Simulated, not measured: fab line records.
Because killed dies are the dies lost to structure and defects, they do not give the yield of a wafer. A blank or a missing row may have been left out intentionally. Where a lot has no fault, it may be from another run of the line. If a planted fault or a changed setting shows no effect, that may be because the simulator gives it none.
Struck lot and sound lot, side by side + flow n5Finfet + 14 out of 1938 route steps
Sound: these wafers, L308.2, L308.4, L308.6. Struck: wafer L324.6; the same lot's L324.2 was not struck, so it is left out; see the end for the cause.
Order at every step that has rows: each side's tool, ch and its chambers, its first start. Under that, the readings that differ: sound wafers + struck wafers + difference of the means + sigmas: that difference in standard deviations of wafers without a fault.
alike: readings with means less than 2 such deviations apart, plus words and numbers identical on both sides. not compared: withheld readings, readings lacking a value on some wafer, bounds such as >300 that could conceal the same value, and numbers that have no deviation in the record and whose values overlap.
Wherever a step has rows on one side only, a row that says differs or no value, or a row with sigmas, the two part there. When numbers do not overlap yet have no deviation, they are printed without sigmas and do not part them. A reading missing from all wafers of one side parts the sides only when that side holds two or more wafers.

first, 2 steps without rows for these wafers: N5_MOL_CONTACT_COAG_SPUTTER_143 (material Co, target thk 2.5 nm); N5_MOL_CONTACT_COAG_CO_FILL_22 (material Co, precursor CCTBA/H2, target thk 20 nm).
N5_MOL_CONTACT_COAG_ANNEAL_113: time 300 s.
  sound on rtpAnneal-01 ch 0, day 4 20:05; struck on rtpAnneal-01 ch 0, day 8 20:53
  alike: lampPowerPct, lamp_zone_5_pct, wafer_temp_C_max
N5_MOL_CONTACT_COAG_PRE_CLEAN_142: time 60 s.
  sound on pvdSputter-03, day 4 21:37; struck on pvdSputter-03, day 8 22:53
  alike: heaterPowerW
N5_MOL_CONTACT_COAG_SPUTTER_130: material Co, target thk 47.5 nm.
  sound on pvdSputter-03, day 4 21:41; struck on pvdSputter-03, day 8 22:56
  alike: throttleValvePct
then, 2 steps without rows for these wafers: N5_MOL_CONTACT_COAG_PRECLEAN_125 (cleans in DIW, time 57.5 s); N5_MOL_CONTACT_COAG_SRD_126 (dry time 32 s).
N5_MOL_CONTACT_COAG_CMP_23: polishes, stops on SiO2, t overpolish 1.5 s, target thk 0 nm.
  sound on cmp-03 ch 0,1,2, day 4 21:53; struck on cmp-03 ch 3, day 8 23:14
  alike: edgeZonePressureFrac, motorCurrentA, overpolishRunS, timeToEndpointS
then, 2 steps without rows for these wafers: N5_MOL_CONTACT_COAG_WET_ETCH_26 (target Co, target depth 13 nm); N5_MOL_CONTACT_COAG_WET_ETCH_116 (etches the open film in SC1-inhibited, target depth 4.6 nm, rinse time 30 s).
N5_MOL_CONTACT_COAG_ALD_27: deposits SiOC, target thk 17 nm, pulse time 1.5 s, time 2720 s.
  sound on aldSin-02 ch 0,1,3, day 4 23:47; struck on aldSin-02 ch 0, day 8 23:57
| reading                                          | sound                | struck | difference | sigmas      |
|--------------------------------------------------|----------------------|--------|------------|-------------|
| aldCycles                                        | 340 340 340          | 547    | +207       |             |
| runLengthS (s)                                   | 2770.5 2770.2 2769.4 | 4425.2 | +1655.2    | +99 or more |
| timeS (s)                                        | 2720 2720 2720       | 4376   | +1656      |             |
| model.SiOC_of_MOL_CONTACT_COAG_ALD_27.thkNm (nm) | 17 17 17             | 27.4   | +10.4      |             |
  alike: heaterPowerW, precursorPulseHeightRel
N5_MOL_CONTACT_COAG_CMP_28: polishes, stops on SiNx, t overpolish 0.85 s, target thk 14.522 nm.
  sound on cmp-03 ch 2,3, day 5 01:22; struck on cmp-03 ch 3, day 9 01:32
  alike: edgeZonePressureFrac, motorCurrentA
-- record jumps: 7 days separate the struck wafers' starts on either side; left off in module MOL_CONTACT_COAG, taken up again in module BEOL_M4, whose first shown step is the route's number 1111 --
N5_BEOL_M4_RC_MEAS_101:
  sound on prober-01 ch 0, day 9 04:16; struck on prober-01 ch 0, day 15 15:26
  alike: DIBL_N, DIBL_P, IOFF_N, IOFF_P, ION_N, ION_P, SS_N, SS_P, VT_N, VT_P
then, 1 step without rows for these wafers: N5_PASSIVATION_PROBE_49.

## WHERE THEY PART
N5_MOL_CONTACT_COAG_ALD_27 only, going by this record. Later steps at which nothing parts them and some readings are alike: N5_MOL_CONTACT_COAG_CMP_28, N5_BEOL_M4_RC_MEAS_101.

WHY: what the simulator had put in
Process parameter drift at N5_MOL_CONTACT_COAG_ALD_27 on aldSin-02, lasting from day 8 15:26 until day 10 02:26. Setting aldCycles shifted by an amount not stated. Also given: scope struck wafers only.
